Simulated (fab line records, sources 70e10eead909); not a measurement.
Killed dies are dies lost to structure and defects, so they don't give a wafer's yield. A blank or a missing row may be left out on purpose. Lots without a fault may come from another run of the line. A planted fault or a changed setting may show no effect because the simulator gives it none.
fab line records | flow nand_harc | part 1 of 2: steps 1 to 27 of 34
record lots=5 wafers=15 last_day=34
route steps=1302 shown A_SGD_CUT@911 A_SLIT@922
lots that met no fault: from a run of the same line without faults
start_h: hours from the record's first day to the start of the lot's first wafer shown | wait_h: hours since the lot's step before | " the same as in the row above | L1.1+2: a row that stands for several wafers | - no value, or no start given | * or withheld: withheld | < > ~ a bound
route shown NAME@n: a module of which the file shows steps, and the number in the route of the first | usual: mean/standard deviation of fault-free wafers | same: alike in all rows | chamber/n: place in a boat | sites: the reading at each site | _std_site: their standard deviation | _edge_site: outer sites' mean less inner sites' | radius_mm: how far each site lies from the wafer's centre | mask NAME#n: copy n | behind: the tool/chamber that last shaped the wafer | hold: why the lot was held/for how many hours/how that ended | device: the transistor (n, p or np) that didn't switch | end of line: the same wafers' tests at the end of the route | a step without rows: its recipe alone | killed: dies lost to structure and defects at the first sort, not the wafer's yield | map: a wafer's dies, x killed, . not, _ none there
set.NAME: the setting as run; set.NAME@STEP: as run at that earlier step | model.NAME: the simulator's own value behind a step, which no gauge read
lots at some steps of the route; a table a step, a row a wafer
services: from which hour (start_h, from the record's first day; less than 0 if before it) a tool's chamber was out of use, for how many hours, and why
## steps
# step NHARC_A_SGD_CUT_PRECLEAN_18
# recipe time_s=* temp_c=50 bath_age_min=0 chemistry=SC1
# usual h2o2_flow_mL_min=56.61/0.17 temp_c=50.01/0.12
# same bath_age_min=0
# columns lot.wafer tool chamber start_h wait_h h2o2_flow_mL_min temp_c
L076.2 wet_bench-03 1 454.64 - 56.89 50.19
L076.5 " 2 " " 56.20 50.09
L076.6 " 5 " " 56.58 49.94
L078.6 wet_bench-01 2 482.50 - 56.47 50.13
L078.5 " 6 " " 56.37 49.91
L078.1 " 7 " " 56.79 50.16
L094.1 wet_bench-01 3 638.24 - 56.91 49.88
L094.6 " 4 " " 56.35 50.19
L094.4 " 5 " " 56.72 49.94
L096.6 wet_bench-07 0 648.03 - 56.43 49.96
L096.2 " 2 " " 56.87 50.02
L096.5 " 3 " " 56.14 50.22
L097.2 wet_bench-03 2 689.75 - 56.89 49.88
L097.3 " 3 " " 56.73 50.04
L097.6 " 4 " " 56.79 49.99
# step NHARC_A_SGD_CUT_SRD_19
# columns lot.wafer tool chamber start_h wait_h
L076.2+5+6 wet_bench-03 1,2,5 - -
L078.6+5+1 wet_bench-01 2,6,7 - -
L094.1+6+4 wet_bench-01 3,4,5 - -
L096.6+2+5 wet_bench-07 0,2,3 - -
L097.2+3+6 wet_bench-03 2,3,4 - -
# step NHARC_A_SGD_CUT_DEP_20
# recipe target_thk_a=1500 temp_c=65 material=SiO2
# columns lot.wafer tool chamber start_h wait_h
L076.2+5+6 fcvd-01 1,1,0 454.95 -
L078.1+6+5 fcvd-02 0,1,0 482.68 -
L094.1+4+6 fcvd-01 1 638.41 -
L096.2+5+6 fcvd-02 1 648.22 -
L097.2+3+6 fcvd-02 0,1,0 689.92 -
# step NHARC_A_SGD_CUT_ANNEAL_27
# recipe temp_c=450 time_s=1800
# columns lot.wafer tool chamber start_h wait_h
L076.2+5+6 furnace-02 0 457.87 2.9
L078.1+5+6 furnace-02 0 485.95 3.2
L094.1+4+6 furnace-03 0 641.59 3.1
L096.2+5+6 furnace-03 0 651.52 3.2
L097.2+3+6 furnace-02 0 693.45 3.5
# step NHARC_A_SGD_CUT_CMP_21
# recipe target_thk_nm=148.19
# usual motor_current_A=12.5/0.95 time_to_endpoint_s=51/3.2
# columns lot.wafer tool chamber start_h wait_h motor_current_A time_to_endpoint_s
L076.2 cmp-02 0 459.40 0.4 13.3 53
L076.6 " 1 " " 12.9 48
L076.5 " 2 " " 11.6 52
L078.1 cmp-04 2 487.39 0.4 12.5 52
L078.5 " 2 " " 11.7 52
L078.6 " 3 " " 11.8 57
L094.4 cmp-04 2 643.06 0.4 12.4 52
L094.1 " 0 " " 11.5 48
L094.6 " 1 " " 14.2 51
L096.2 cmp-01 3 653.04 0.4 13.2 52
L096.6 " 1 " " 11.8 50
L096.5 " 2 " " 12.8 49
L097.2 cmp-02 0 694.91 0.4 13.5 50
L097.3 " 3 " " 10.8 50
L097.6 " 1 " " 12.4 46
# step NHARC_A_SGD_CUT_THK_MEAS_22
# recipe thk_meas_gauge=ellipsometry
# usual thk_nm=148.1/1.5
# columns lot.wafer tool chamber start_h wait_h thk_nm
L076.2 film_metro-01 - 459.58 0.2 150.3
L076.5 " - " " 146.6
L076.6 " - " " 147.9
L078.1 film_metro-02 - 487.65 0.2 148.8
L078.5 " - " " 147.7
L078.6 " - " " 149.8
L094.1 film_metro-01 - 643.29 0.2 150.4
L094.4 " - " " 148.2
L094.6 " - " " 147.5
L096.2 film_metro-01 - 653.25 0.2 149.0
L096.5 " - " " 150.5
L096.6 " - " " 147.3
L097.2 film_metro-01 - 695.16 0.2 150.2
L097.3 " - " " 148.5
L097.6 " - " " 149.6
# step NHARC_A_SGD_CUT_SRD_23
# columns lot.wafer tool chamber start_h wait_h
L076.6+2+5 wet_bench-03 3,4,5 459.63 0.0
L078.1+5+6 wet_bench-03 4,6,1 487.69 0.0
L094.1+6+4 wet_bench-01 0,1,2 643.33 0.0
L096.2+5+6 wet_bench-03 7,2,4 653.29 0.0
L097.3+6+2 wet_bench-03 7,1,2 695.24 0.1
# step NHARC_A_SGD_CUT_ETCH_26
# recipe target_depth_a=458 chemistry=dHF material=SiO2
# columns lot.wafer tool chamber start_h wait_h
L076.6+2+5 wet_bench-03 3,4,5 459.67 0.0
L078.1+5+6 wet_bench-03 4,6,1 487.72 0.0
L094.1+6+4 wet_bench-01 0,1,2 643.36 0.0
L096.2+5+6 wet_bench-03 7,2,4 653.31 0.0
L097.3+6+2 wet_bench-03 7,1,2 695.27 0.0
# step NHARC_A_SGD_CUT_ETCHBACK_24
# recipe target_depth_a=500 over_etch_frac=0.3 time_s=92.857 ion_energy_ev=120 ch3f_flow_sccm=50 o2_flow_sccm=30 ar_flow_sccm=200 rf_w=500 bias_w=100 chemistry=CH3F/O2
# usual drypump_motor_current_A=5.6/0.37 oes_product_au=0.98/0.033 rf_vpp_V=244.2/1.5 showerhead_plenum_p_Torr=2.45/0.092 throttle_valve_pct=20.663/0.0082
# columns lot.wafer tool chamber start_h wait_h drypump_motor_current_A oes_product_au rf_hours_counter_h rf_vpp_V showerhead_plenum_p_Torr throttle_valve_pct
L076.2 rie_diel-11 1 459.85 0.2 6.1 1.01 1 244.8 2.42 20.660
L076.6 " 3 " " 5.3 1.01 - 243.9 2.39 20.664
L076.5 " 0 " " 5.8 1.00 - 244.2 2.49 20.659
L078.1 rie_diel-11 2 487.96 0.2 5.3 0.93 3 243.8 2.47 20.659
L078.6 " 2 " " 5.3 0.93 - 244.4 2.47 20.645
L078.5 " 3 " " 5.3 0.94 - 242.3 2.39 20.676
L094.1 rie_diel-01 0 643.53 0.2 6.3 0.95 5 243.9 2.37 20.666
L094.4 " 1 " " 5.6 0.94 4 245.5 2.46 20.662
L094.6 " 0 " " 6.3 0.95 - 243.1 2.37 20.661
L096.2 rie_diel-02 2 653.47 0.2 5.5 0.93 4 245.0 2.55 20.657
L096.5 " 2 " " 5.5 0.92 - 245.9 2.55 20.667
L096.6 " 3 " " 5.8 0.95 - 245.1 2.57 20.652
L097.3 rie_diel-01 3 695.42 0.1 5.3 1.00 11 246.4 2.59 20.662
L097.2 " 0 " " 6.3 1.02 12 242.4 2.37 20.672
L097.6 " 0 " " 6.3 1.02 - 244.5 2.37 20.661
# step NHARC_A_SGD_CUT_STRIP_28
# recipe time_s=20 o2_flow_sccm=500 ar_flow_sccm=0 bias_w=0 chemistry=O2
# usual drypump_motor_current_A=5.6/0.36 oes_product_au=1.002/0.014 rf_vpp_V=57.8/0.88 showerhead_plenum_p_Torr=3.51/0.13 throttle_valve_pct=17.035/0.0086
# columns lot.wafer tool chamber start_h wait_h drypump_motor_current_A oes_product_au rf_hours_counter_h rf_vpp_V showerhead_plenum_p_Torr throttle_valve_pct
L076.2 rie_diel-11 3 - - 5.3 1.017 1 58.3 3.43 17.032
L076.6 " 1 " " 6.1 1.019 - 57.4 3.47 17.037
L076.5 " 2 " " 5.3 0.994 - 56.9 3.55 17.050
L078.1 rie_diel-11 3 - - 5.3 1.017 3 57.0 3.43 17.032
L078.6 " 0 " " 5.8 1.010 - 59.1 3.57 17.031
L078.5 " 1 " " 6.1 1.014 - 59.0 3.47 17.045
L094.4 rie_diel-01 0 - - 6.3 1.005 5 57.3 3.41 17.031
L094.1 " 1 " " 5.5 0.985 4 57.4 3.53 17.045
L094.6 " 3 " " 5.4 0.979 - 58.4 3.71 17.038
L096.2 rie_diel-02 1 - - 6.1 1.012 4 59.2 3.31 17.035
L096.6 " 1 " " 6.1 1.011 - 57.3 3.31 17.028
L096.5 " 2 " " 5.5 1.004 - 58.0 3.66 17.021
L097.3 rie_diel-01 2 - - 5.3 1.009 10 56.3 3.34 17.021
L097.2 " 0 " " 6.3 1.017 12 56.7 3.41 17.035
L097.6 " 2 " " 5.3 1.012 - 56.4 3.34 17.031
# step NHARC_A_SGD_CUT_INSPECT_25
# usual raw_defect_count=387/72
# columns lot.wafer tool chamber start_h wait_h raw_defect_count
L076.2 defect_inspect-01 - 460.06 - 378
L076.5 " - " " 477
L076.6 " - " " 494
L078.1 defect_inspect-02 - 488.20 - 313
L078.5 " - " " 328
L078.6 " - " " 346
L094.1 defect_inspect-01 - 643.76 - 439
L094.4 " - " " 344
L094.6 " - " " 415
L096.2 defect_inspect-01 - 653.71 - 293
L096.5 " - " " 409
L096.6 " - " " 436
L097.2 defect_inspect-02 - 695.66 - 245
L097.3 " - " " 266
L097.6 " - " " 427
# step NHARC_A_SLIT_DEP_25
# recipe target_thk_a=2000 temp_c=400 pressure_torr=6.5 rf_w=900 teos_flow_sccm=161.4 flow_sccm=2650 target_thk_nm=200 gas=O2 material=SiO2
# usual heater_power_w=581/94 throttle_valve_pct=15.9/0.54
# columns lot.wafer tool chamber start_h wait_h heater_power_w throttle_valve_pct
L076.2 pecvd-03 1 460.38 0.3 579 16.0
L076.6 " 2 " " 512 15.7
L076.5 " 0 " " 546 16.4
L078.1 pecvd-04 2 488.38 0.2 742 15.6
L078.5 " 0 " " 534 15.8
L078.6 " 2 " " 742 16.0
L094.1 pecvd-03 2 643.83 0.1 568 15.6
L094.6 " 2 " " 431 15.3
L094.4 " 1 " " 594 15.9
L096.2 pecvd-03 0 653.82 0.1 472 16.0
L096.5 " 0 " " 480 15.8
L096.6 " 1 " " 523 16.0
L097.3 pecvd-04 2 695.72 0.1 667 16.1
L097.2 " 0 " " 632 15.9
L097.6 " 2 " " 690 16.3
# step NHARC_A_SLIT_DEP_00
# recipe target_thk_a=62000 temp_c=400 material=aC
# usual throttle_valve_pct=35.001/0.0086
# columns lot.wafer tool chamber start_h wait_h throttle_valve_pct
L076.2 acl_dep-02 0 461.36 - 34.996
L076.5 " 0 463.24 - 34.984
L076.6 " 0 " " 35.004
L078.1 acl_dep-02 0 495.05 - 35.008
L078.5 " 0 497.54 - 34.983
L078.6 " 0 " " 34.988
L094.1 acl_dep-02 0 644.17 - 34.992
L094.4 " 0 646.03 - 35.006
L094.6 " 0 647.26 - 34.989
L096.2 acl_dep-02 0 654.74 - 35.006
L096.5 " 0 656.62 - 35.013
L096.6 " 0 " " 35.004
L097.2 acl_dep-03 0 700.47 - 34.988
L097.3 " 0 " " 35.005
L097.6 " 0 702.98 - 34.993
# step NHARC_A_SLIT_DEP_23
# recipe target_thk_a=1000 target_thk_nm=100 temp_c=400 pressure_torr=3.5 flow_sccm=200 rf_w=350 material=SiON
# usual heater_power_w=778/91
# columns lot.wafer tool chamber start_h wait_h heater_power_w
L076.2 pecvd-01 2 464.57 2.6 684
L076.6 " 0 " " 816
L076.5 " 2 " " 678
L078.1 pecvd-04 2 498.81 3.1 866
L078.6 " 2 " " 869
L078.5 " 0 " " 839
L094.1 pecvd-01 2 647.93 3.1 708
L094.4 " 2 " " 697
L094.6 " 0 " " 910
L096.2 pecvd-03 1 657.96 2.6 719
L096.5 " 0 " " 697
L096.6 " 1 " " 715
L097.2 pecvd-04 1 703.63 2.5 941
L097.3 " 0 " " 742
L097.6 " 2 " " 893
# step NHARC_A_SLIT_DEHYDRATE_01
# recipe temp_c=150 time_s=120
# columns lot.wafer tool chamber start_h wait_h
L076.2+5+6 litho_track-01 0 464.79 0.2
L078.1+5+6 litho_track-01 0 499.08 0.2
L094.1+4+6 litho_track-01 0 648.18 0.2
L096.2+5+6 litho_track-06 0 658.17 0.2
L097.2+3+6 litho_track-04 0 703.90 0.2
# step NHARC_A_SLIT_HMDS_02
# recipe time_s=30
# columns lot.wafer tool chamber start_h wait_h
L076.2+5+6 litho_track-01 0 - -
L078.1+5+6 litho_track-01 0 - -
L094.1+4+6 litho_track-01 0 - -
L096.2+5+6 litho_track-06 0 - -
L097.2+3+6 litho_track-04 0 - -
# step NHARC_A_SLIT_COAT_03
# recipe spin_rpm=1500 resist_thk_nm=90
# usual spin_speed_rpm=1500.1/0.83
# columns lot.wafer tool chamber start_h wait_h spin_speed_rpm
L076.2 litho_track-01 0 - - 1498.8
L076.5 " 0 " " 1499.0
L076.6 " 0 " " 1499.9
L078.1 litho_track-01 0 - - 1500.7
L078.5 " 0 " " 1500.5
L078.6 " 0 " " 1500.7
L094.1 litho_track-01 0 - - 1500.1
L094.4 " 0 " " 1499.7
L094.6 " 0 " " 1498.3
L096.2 litho_track-06 0 - - 1501.3
L096.5 " 0 " " 1501.1
L096.6 " 0 " " 1500.3
L097.2 litho_track-04 0 - - 1499.8
L097.3 " 0 " " 1498.0
L097.6 " 0 " " 1499.0
# step NHARC_A_SLIT_SOFTBAKE_04
# recipe temp_c=105 time_s=55
# columns lot.wafer tool chamber start_h wait_h
L076.2+5+6 litho_track-01 0 - -
L078.1+5+6 litho_track-01 0 - -
L094.1+4+6 litho_track-01 0 - -
L096.2+5+6 litho_track-06 0 - -
L097.2+3+6 litho_track-04 0 - -
# step NHARC_A_SLIT_EBR_05
# columns lot.wafer tool chamber start_h wait_h
L076.2+5+6 litho_track-01 0 - -
L078.1+5+6 litho_track-01 0 - -
L094.1+4+6 litho_track-01 0 - -
L096.2+5+6 litho_track-06 0 - -
L097.2+3+6 litho_track-04 0 - -
# step NHARC_A_SLIT_EXPOSE_06
# recipe na=1.35 dose_mj=60.82 mask_id=SLIT
# columns lot.wafer tool chamber start_h wait_h mask
L076.2+5+6 arfi_scanner-01 0 465.06 - SLIT#0
L078.1+5+6 arfi_scanner-03 0 499.35 - SLIT#0
L094.1+4+6 arfi_scanner-02 0 648.44 - SLIT#0
L096.2+5+6 arfi_scanner-01 0 658.45 - SLIT#0
L097.2+3+6 arfi_scanner-03 0 704.17 - SLIT#0
# step NHARC_A_SLIT_PEB_07
# recipe peb_temp_c=100 peb_time_s=65
# columns lot.wafer tool chamber start_h wait_h
L076.2+5+6 litho_track-04 0 465.12 0.1
L078.1+5+6 litho_track-06 0 499.41 0.1
L094.1+4+6 litho_track-04 0 648.50 0.1
L096.2+5+6 litho_track-04 0 658.50 0.1
L097.2+3+6 litho_track-04 0 704.23 0.1
# step NHARC_A_SLIT_DEVELOP_08
# recipe develop_time_s=35 dev_temp_c=23
# columns lot.wafer tool chamber start_h wait_h
L076.2+5+6 litho_track-04 0 - -
L078.1+5+6 litho_track-06 0 - -
L094.1+4+6 litho_track-04 0 - -
L096.2+5+6 litho_track-04 0 - -
L097.2+3+6 litho_track-04 0 - -
# step NHARC_A_SLIT_CD_MEAS_09
# recipe target_cd_nm=300 landing_energy_ev=500
# usual cd_nm=300.2/0.61
# columns lot.wafer tool chamber start_h wait_h cd_nm
L076.2 cd_sem-01 0 465.20 - 300.5
L076.5 " 0 " " 300.0
L076.6 " 0 " " 300.7
L078.1 cd_sem-01 0 499.49 - 300.1
L078.5 " 0 " " 300.6
L078.6 " 0 " " 299.7
L094.1 cd_sem-01 0 648.58 - 300.9
L094.4 " 0 " " 300.1
L094.6 " 0 " " 298.9
L096.2 cd_sem-01 0 658.58 - 300.9
L096.5 " 0 " " 300.6
L096.6 " 0 " " 300.5
L097.2 cd_sem-03 0 704.31 - 299.3
L097.3 " 0 " " 300.4
L097.6 " 0 " " 300.0
# step NHARC_A_SLIT_OVL_MEAS_10
# usual overlay_x_nm=0.0/0.95 overlay_y_nm=0.2/0.77
# columns lot.wafer tool chamber start_h wait_h overlay_x_nm overlay_y_nm
L076.2 overlay-01 - 465.28 - -0.4 0.8
L076.5 " - " " -0.1 1.0
L076.6 " - " " -0.5 1.0
L078.1 overlay-02 - 499.58 - 0.9 0.5
L078.5 " - " " 0.6 0.5
L078.6 " - " " 0.6 0.7
L094.1 overlay-02 - 648.68 - 0.3 0.6
L094.4 " - " " -1.1 0.9
L094.6 " - " " -0.1 0.2
L096.2 overlay-01 - 658.67 - -0.7 -0.7
L096.5 " - " " -0.6 -0.3
L096.6 " - " " -0.8 -0.3
L097.2 overlay-01 - 704.39 - 0.3 -0.2
L097.3 " - " " 0.5 0.0
L097.6 " - " " 0.6 0.2
# step NHARC_A_SLIT_INSPECT_11
# usual raw_defect_count=52/24
# columns lot.wafer tool chamber start_h wait_h raw_defect_count
L076.2 defect_inspect-01 - 465.32 0.0 66
L076.5 " - " " 71
L076.6 " - " " 70
L078.1 defect_inspect-01 - 499.61 0.0 58
L078.5 " - " " 58
L078.6 " - " " 66
L094.1 defect_inspect-01 - 648.72 0.0 81
L094.4 " - " " 62
L094.6 " - " " 75
L096.2 defect_inspect-01 - 658.71 0.0 34
L096.5 " - " " 36
L096.6 " - " " 27
L097.2 defect_inspect-02 - 704.43 0.0 12
L097.3 " - " " 6
L097.6 " - " " 11
# step NHARC_A_SLIT_DESCUM_14
# recipe time_s=3 o2_flow_sccm=200 ar_flow_sccm=0 bias_power_w=0 chemistry=O2
# usual drypump_motor_current_A=5.6/0.58 oes_product_au=1.004/0.012 rf_vpp_V=57.6/0.81 showerhead_plenum_p_Torr=1.90/0.063 throttle_valve_pct=11.311/0.0096
# columns lot.wafer tool chamber start_h wait_h drypump_motor_current_A oes_product_au rf_hours_counter_h rf_vpp_V showerhead_plenum_p_Torr throttle_valve_pct
L076.2 rie_diel-09 3 465.38 0.1 5.5 1.012 5.6 58.0 1.87 11.315
L076.6 " 3 " " 5.5 1.018 - 57.8 1.87 11.300
L076.5 " 0 " " 6.0 0.997 - 57.9 1.91 11.307
L078.1 rie_diel-05 0 499.70 0.1 6.3 0.995 6.3 56.9 1.87 11.299
L078.5 " 0 " " 6.3 0.997 - 57.6 1.87 11.321
L078.6 " 1 " " 5.7 1.006 - 58.1 1.94 11.310
L094.4 rie_diel-05 0 648.78 0.1 6.3 1.001 1.9 58.5 1.87 11.317
L094.1 " 2 " " 6.0 0.995 2.9 57.3 1.99 11.324
L094.6 " 1 " " 5.7 0.989 - 57.4 1.94 11.324
L096.2 rie_diel-10 2 658.78 0.1 5.0 0.988 2.3 59.4 1.98 11.321
L096.6 " 0 " " 5.3 1.021 - 57.4 1.78 11.305
L096.5 " 1 " " 4.9 0.995 - 56.8 1.89 11.305
L097.3 rie_diel-10 2 704.50 0.1 5.0 0.998 5.7 58.1 1.98 11.314
L097.2 " 3 " " 5.2 1.009 6.6 57.5 1.93 11.298
L097.6 " 1 " " 4.9 1.011 - 57.2 1.89 11.312
# step NHARC_A_SLIT_ETCH_24
# recipe target_depth_a=1210 time_s=60.5 cf4_flow_sccm=100 chf3_flow_sccm=30 ar_flow_sccm=0 rf_w=500 bias_w=200 chemistry=CF4/CHF3
# usual drypump_motor_current_A=5.5/0.56 oes_product_au=0.961/0.02 rf_vpp_V=370.4/1.8 showerhead_plenum_p_Torr=1.57/0.049 throttle_valve_pct=16.802/0.0098
# columns lot.wafer tool chamber start_h wait_h drypump_motor_current_A oes_product_au rf_hours_counter_h rf_vpp_V showerhead_plenum_p_Torr throttle_valve_pct
L076.2 rie_diel-09 1 465.47 0.1 4.7 0.967 5.7 372.4 1.60 16.816
L076.6 " 0 " " 5.9 0.961 - 372.2 1.57 16.810
L076.5 " 1 " " 4.7 0.967 - 372.8 1.60 16.810
L078.1 rie_diel-05 1 499.79 0.1 5.7 0.971 6.8 371.6 1.59 16.804
L078.5 " 0 " " 6.3 0.961 - 370.3 1.54 16.805
L078.6 " 1 " " 5.7 0.966 - 371.8 1.59 16.781
L094.1 rie_diel-05 1 648.87 0.1 5.7 0.942 3.0 370.5 1.59 16.791
L094.4 " 2 " " 6.0 0.978 3.0 373.3 1.64 16.801
L094.6 " 0 " " 6.3 0.954 - 369.6 1.54 16.810
L096.2 rie_diel-10 0 658.85 0.1 5.3 0.974 2.7 366.6 1.47 16.827
L096.5 " 0 " " 5.3 0.971 - 367.7 1.47 16.791
L096.6 " 1 " " 4.9 0.961 - 370.4 1.56 16.805
L097.2 rie_diel-10 3 704.58 0.1 5.2 0.944 6.6 371.7 1.59 16.796
L097.3 " 0 " " 5.3 0.946 5.8 367.9 1.47 16.804
L097.6 " 2 " " 5.1 0.925 - 372.4 1.62 16.795
